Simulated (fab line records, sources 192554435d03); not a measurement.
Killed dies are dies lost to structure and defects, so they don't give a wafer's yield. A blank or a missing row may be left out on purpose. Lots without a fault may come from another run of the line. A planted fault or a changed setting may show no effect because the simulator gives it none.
One fault seen from 3 desks | flow n5_finfet | each desk has only its own numbers; what lay behind them comes last

THE TOOL OWNER'S DESK: krf_scanner-01
The tool's own readings at N5_PASSIVATION_EXPOSE_27 (exposes mask PAD, defocus 0 nm): means of the sampled wafers that have a number, for each lot that ran on this tool. A lot is out of limits, marked OUT, if its mean lies more than 4 standard deviations from the usual mean; the brackets give that distance.
Columns: A = exposure_dose_mJ_cm2 at N5_PASSIVATION_EXPOSE_27, usual 32.30
lot  | first seen here | A
L631 | day 14 19:34    | 32.31
L634 | day 15 18:05    | 32.31
L640 | day 17 03:25    | 32.29
L644 | day 18 18:25    | 32.27
L651 | day 19 18:53    | 32.25
L649 | day 20 07:38    | 36.77 (+99 or more) OUT
L652 | day 21 23:36    | 36.70 (+99 or more) OUT
This desk's finding: out of limits on L649, L652; first on L649, day 20 07:38 (exposure_dose_mJ_cm2 at N5_PASSIVATION_EXPOSE_27). In limits: L631, L634, L640, L644, L651.

THE DEFECT DESK
What the inspections along the route counted, lot by lot: means of the sampled wafers that have a number. A lot is out of limits, marked OUT, if its mean lies more than 4 standard deviations from the usual mean; the brackets give that distance.
Columns: A = raw_defect_count at N5_PASSIVATION_INSPECT_64, usual 2.3
lot  | first seen here | A
L631 | day 14 19:47    | 1.7
L633 | day 15 08:16    | 2.3
L634 | day 15 18:19    | 2.7
L635 | day 17 02:10    | 2.0
L639 | day 17 03:16    | 2.3
L640 | day 17 03:38    | 1.3
L644 | day 18 18:40    | 1.3
L651 | day 19 19:07    | 2.0
L649 | day 20 07:52    | 4.0
L652 | day 21 23:49    | 3.0
This desk's finding: nothing out of limits on any of the 10 lots.

THE METROLOGY DESK
What the gauges read, lot by lot, whatever tool the lot ran on: means of the sampled wafers that have a number. A lot is out of limits, marked OUT, if its mean lies more than 4 standard deviations from the usual mean; the brackets give that distance.
Columns: A = cd_nm at N5_PASSIVATION_CD_MEAS_30, usual 3999.3 nm
lot  | first seen here | A
L631 | day 14 19:43    | 3998.8
L633 | day 15 08:12    | 4000.4
L634 | day 15 18:15    | 4001.2
L635 | day 17 02:07    | 3999.3
L639 | day 17 03:13    | 3999.9
L640 | day 17 03:35    | 3999.0
L644 | day 18 18:35    | 3997.2
L651 | day 19 19:04    | 3999.4
L649 | day 20 07:49    | 4019.5 (+8.4) OUT
L652 | day 21 23:46    | 4021.8 (+9.4) OUT
This desk's finding: out of limits on L649, L652; first on L649, day 20 07:49 (cd_nm at N5_PASSIVATION_CD_MEAS_30). In limits: L631, L633, L634, L635, L639, L640, L644, L651.

PUT TOGETHER
The tool owner's desk could have raised an alarm at day 20 07:38, on L649, L652.
The metrology desk could have raised an alarm at day 20 07:49, on L649, L652.
The defect desk saw nothing out of limits.
The defect desk has L649, L652 on record, within its limits.
Of the lots named, all ran N5_PASSIVATION_EXPOSE_27 on krf_scanner-01.

WHAT THE SIMULATOR HAD PUT IN
Process parameter drift: krf_scanner-01, from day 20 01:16 on, at N5_PASSIVATION_EXPOSE_27. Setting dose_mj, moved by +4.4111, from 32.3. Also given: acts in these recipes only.
Lots struck among those shown: L649, L652.
Hours from the fault's start to each desk's first reading out of limits: the tool owner's desk, 6; the metrology desk, 7.
